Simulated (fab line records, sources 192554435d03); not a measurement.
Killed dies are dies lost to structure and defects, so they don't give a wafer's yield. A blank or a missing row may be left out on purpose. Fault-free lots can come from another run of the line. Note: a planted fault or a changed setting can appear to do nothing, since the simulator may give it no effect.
The tool behind it: which one? | flow n5_finfet | 28 wafers from 10 lots sampled at 5 of the route's 1938 steps

## WHAT EACH GAUGE READ, for each wafer
N5_BEOL_M14_THK_MEAS_50: measures by xrf.
lot  | measured     | on            | M14_THK (nm)
L377 | day 12 12:01 | film_metro-01 | 550 561 562
L379 | day 13 05:06 | film_metro-01 | 564 563 560
L381 | day 13 07:34 | film_metro-02 | 563 537 565
L380 | day 13 07:44 | film_metro-02 | 555 550 546
L384 | day 14 14:52 | film_metro-01 | 554 566 558
L386 | day 14 15:32 | film_metro-01 | 571 549 556
L388 | day 16 03:34 | film_metro-02 | 551 570
L391 | day 16 05:08 | film_metro-02 | 562 542
L392 | day 16 14:24 | film_metro-01 | 562 581 560
L396 | day 17 03:41 | film_metro-01 | 546 550 557

N5_BEOL_M15_THK_MEAS_01.
lot  | measured     | on            | M15_ILD_THK (nm)
L377 | day 12 12:31 | film_metro-01 | 1631 1654 1651
L379 | day 13 05:39 | film_metro-02 | 1662 1671 1650
L381 | day 13 08:00 | film_metro-02 | 1584 1614 1620
L380 | day 13 08:19 | film_metro-01 | 1602 1608 1621
L384 | day 14 15:18 | film_metro-01 | 1616 1643 1664
L386 | day 14 15:59 | film_metro-01 | 1636 1659 1670
L388 | day 16 04:07 | film_metro-02 | 1611 1717
L391 | day 16 05:41 | film_metro-01 | 1615 1731
L392 | day 16 14:50 | film_metro-01 | 1604 1651 1635
L396 | day 17 04:08 | film_metro-01 | 1605 1624 1638

## WHICH TOOL RAN EACH LOT (tool, then ch and the chambers of the sampled wafers, then the start)
lot  | N5_BEOL_M14_ETCH_38                           | N5_BEOL_M14_PRE_CLEAN_42     | N5_BEOL_M15_ILD_DEP_00
L377 | rie_diel-06 ch 0,2,3, day 12 10:55 or earlier | pvd_sputter-03, day 12 10:55 | pecvd-02 ch 0,2, day 12 12:16
L379 | rie_diel-06 ch 0,2,3, day 13 04:00 or earlier | pvd_sputter-01, day 13 04:00 | pecvd-02 ch 1,2, day 13 05:17
L381 | rie_diel-05 ch 1,2, day 13 06:28 or earlier   | pvd_sputter-03, day 13 06:28 | pecvd-01 ch 0,1, day 13 07:45
L380 | rie_diel-06 ch 0,2,3, day 13 06:31 or earlier | pvd_sputter-01, day 13 06:31 | pecvd-03 ch 1,2, day 13 07:57
L384 | rie_diel-01 ch 0,1,2, day 14 13:46 or earlier | pvd_sputter-03, day 14 13:46 | pecvd-03 ch 1,2, day 14 15:03
L386 | rie_diel-06 ch 0,1,3, day 14 14:26 or earlier | pvd_sputter-03, day 14 14:26 | pecvd-02 ch 0,1,2, day 14 15:44
L388 | rie_diel-05 ch 1,2, day 16 02:08 or earlier   | pvd_sputter-03, day 16 02:08 | pecvd-03 ch 0,1, day 16 03:46
L391 | rie_diel-01 ch 0, day 16 03:08 or earlier     | pvd_sputter-02, day 16 03:08 | pecvd-03 ch 0,1, day 16 05:19
L392 | rie_diel-01 ch 2,3, day 16 12:46 or earlier   | pvd_sputter-03, day 16 12:46 | pecvd-02 ch 0,2, day 16 14:35
L396 | rie_diel-06 ch 2,3, day 17 02:35 or earlier   | pvd_sputter-03, day 17 02:35 | pecvd-01 ch 0,1, day 17 03:53
- N5_BEOL_M14_ETCH_38: etches SiCN in CF4/N2, target depth 106.5 nm, time 120.6 s.
- N5_BEOL_M14_PRE_CLEAN_42: time 30 s.
- N5_BEOL_M15_ILD_DEP_00: deposits SiO2 from TEOS/O2, target thk 1629.3 nm, time 346.1 s.

## AS READ BY THE TOOLS THEMSELVES (means over the sampled wafers that have a number; for cases with no such wafer, the mark the record gives instead)
N5_BEOL_M14_ETCH_38.
lot  | tool        | cf4_flow_sccm (sccm) | drypump_motor_current_A (A) | mfc_ar_sccm (sccm) | oes_product_au (a.u.) | rf_vpp_V (V) | showerhead_plenum_p_Torr (Torr) | throttle_valve_pct (%)
L377 | rie_diel-06 | 60.04                | 5.8                         | 100.1              | 0.82                  | 382.7        | 2.20                            | 15.48
L379 | rie_diel-06 | 59.91                | 5.8                         | 100.0              | 0.81                  | 382.1        | 2.19                            | 15.49
L381 | rie_diel-05 | 60.08                | 5.5                         | 99.8               | 0.84                  | 383.1        | 2.29                            | 15.57
L380 | rie_diel-06 | 59.85                | 5.8                         | 100.4              | 0.82                  | 382.7        | 2.19                            | 15.50
L384 | rie_diel-01 | 59.94                | 5.7                         | 99.8               | 0.76                  | 379.7        | 2.18                            | 15.54
L386 | rie_diel-06 | 59.85                | 5.3                         | 99.9               | 0.74                  | 382.0        | 2.17                            | 15.58
L388 | rie_diel-05 | 60.13                | 5.4                         | 100.0              | 0.82                  | 383.5        | 2.27                            | 15.56
L391 | rie_diel-01 | 60.03                | 5.2                         | 100.2              | 0.74                  | 381.2        | 2.11                            | 15.57
L392 | rie_diel-01 | 59.93                | 5.5                         | 100.3              | 0.93                  | 383.5        | 2.25                            | 15.40
L396 | rie_diel-06 | 60.00                | 6.1                         | 99.9               | 0.74                  | 382.0        | 2.19                            | 15.65

N5_BEOL_M14_PRE_CLEAN_42.
lot  | tool           | heater_power_w (W) | susceptor_temp_C (C)
L377 | pvd_sputter-03 | 446                | 300.14
L379 | pvd_sputter-01 | 497                | 299.94
L381 | pvd_sputter-03 | 406                | 300.09
L380 | pvd_sputter-01 | 499                | 300.11
L384 | pvd_sputter-03 | 431                | 299.97
L386 | pvd_sputter-03 | 462                | 300.15
L388 | pvd_sputter-03 | 456                | 300.15
L391 | pvd_sputter-02 | 500                | 299.94
L392 | pvd_sputter-03 | 442                | 300.04
L396 | pvd_sputter-03 | 440                | 300.03

N5_BEOL_M15_ILD_DEP_00.
lot  | tool     | heater_power_w (W) | run_length_s (s) | showerhead_plenum_p_Torr (Torr) | susceptor_temp_C (C) | throttle_valve_pct (%)
L377 | pecvd-02 | 584                | 388.3            | 8.34                            | 400.17               | 18.2
L379 | pecvd-02 | 410                | 389.0            | 8.35                            | 400.17               | 19.2
L381 | pecvd-01 | 481                | 388.9            | 8.36                            | 399.89               | 19.3
L380 | pecvd-03 | 497                | 389.1            | 8.34                            | 400.03               | 18.1
L384 | pecvd-03 | 516                | 389.0            | 8.35                            | 400.02               | 18.2
L386 | pecvd-02 | 597                | 388.9            | 8.36                            | 399.95               | 19.0
L388 | pecvd-03 | 532                | 397.8            | 8.43                            | 399.93               | 19.9
L391 | pecvd-03 | 554                | 397.9            | 8.41                            | 400.02               | 19.8
L392 | pecvd-02 | 593                | 388.5            | 8.35                            | 400.12               | 18.7
L396 | pecvd-01 | 462                | 389.1            | 8.35                            | 400.10               | 19.3

## THE ANSWER, worked out from the rows above alone
Rule: usual is defined by the lots themselves. The widest of any qualifying gaps counts: lots, ordered by their means at a reading, are off when they make up no more than a third of the lots, leave a main group of 4 or more, and stand apart from it by 3 or more times the standard deviation of that group's means. A main group is skipped when, at the precision printed for the reading in the tables above, its means are all equal. A lot without any number at a reading at which 4 lots or more have one is off too. Any other lot the step has rows for is counted as sound. Order of review: gauges by route order, followed by the tools' own readings, for which a lot's mean as printed above is used. At the first step where some lot is off, the reading lying furthest off is the one used; lots without a number count as furthest.
Off: L388, L391 (N5_BEOL_M15_ILD_DEP_00, run_length_s). Main group: mean 388.9 s, sd 0.27.
If a tool, at that step or one of the process steps before it, ran each lot that is off and ran no sound lot following the first of them, it fits. N5_BEOL_M14_ETCH_38 gives no start for some lots, so the hours and the order of its lots are those of N5_BEOL_M14_PRE_CLEAN_42. One candidate fits, namely pecvd-03 at N5_BEOL_M15_ILD_DEP_00. Its last sound lot is L384 (day 14 15:03), its first lot that is off L388 (day 16 03:46): a fault that began between those two fits.
The tool's own readings at N5_BEOL_M15_ILD_DEP_00 bear it out: on the lots that are off they differ by more than 5 times the standard deviation of the sound lots' means. run_length_s reads 397.9 s there against 388.9 s on the sound lots; showerhead_plenum_p_Torr reads 8.42 Torr there against 8.35 Torr on the sound lots.

## WHAT WAS PUT IN BY THE SIMULATOR
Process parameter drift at N5_BEOL_M15_ILD_DEP_00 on pecvd-03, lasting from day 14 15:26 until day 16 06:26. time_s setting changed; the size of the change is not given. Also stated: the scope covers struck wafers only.
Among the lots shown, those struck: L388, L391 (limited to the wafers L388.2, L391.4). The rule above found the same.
